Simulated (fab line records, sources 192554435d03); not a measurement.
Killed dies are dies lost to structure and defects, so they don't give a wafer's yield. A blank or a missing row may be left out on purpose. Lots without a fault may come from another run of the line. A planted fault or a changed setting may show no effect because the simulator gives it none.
Chamber matching | flow n5_finfet | N5_BEOL_M2_CO_CAP_55 on cvd_co-01: 3 sister chambers
The step material Co, precursor CCTBA/H2, target thk 2 nm, time 102.1 s. 6 wafers are shown with their chamber, then 12 later ones without.

WAFERS WITH THEIR CHAMBER
wafer  | chamber | heater_power_w (W)
L076.5 | 2       | 228
L085.3 | 2       | 228
L086.3 | 0       | 206
L088.2 | 1       | 224
L088.4 | 0       | 210
L088.5 | 1       | 223

WAFERS WITHOUT THEIR CHAMBER
wafer  | heater_power_w (W)
L091.3 | 207
L091.5 | 207
L091.6 | 226
L093.2 | 234
L093.3 | 229
L093.5 | 214
L094.1 | 221
L094.5 | 231
L094.6 | 228
L095.1 | 223
L095.4 | 230
L095.5 | 228

WHICH CHAMBER EACH WENT THROUGH
wafer  | from the rows above     | in truth
L091.3 | 0                       | 0
L091.5 | 0                       | 0
L091.6 | can't be placed: 2 or 1 | 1
L093.2 | 2                       | 2
L093.3 | 2                       | 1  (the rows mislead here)
L093.5 | 0                       | 0
L094.1 | 1                       | 1
L094.5 | 2                       | 2
L094.6 | 2                       | 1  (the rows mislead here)
L095.1 | 1                       | 1
L095.4 | 2                       | 2
L095.5 | 2                       | 2
Placed correctly: 9 of 12. Can't be placed from these rows: 1 (the true chamber is among the candidates in 1). Placed wrongly: 2.
How it was worked out, from the rows above alone: a wafer's distance from a chamber is the root of the sum, over the readings, of the square of ((its reading less the chamber's mean) divided by the reading's scatter). The wafer belongs to the nearest chamber; if the next one is less than 2 further off, it can't be placed. A chamber's mean is the mean of its shown wafers. The scatter: the root of (the sum of the squares of (reading less its chamber's mean) over the shown wafers, divided by (wafers less chambers)).
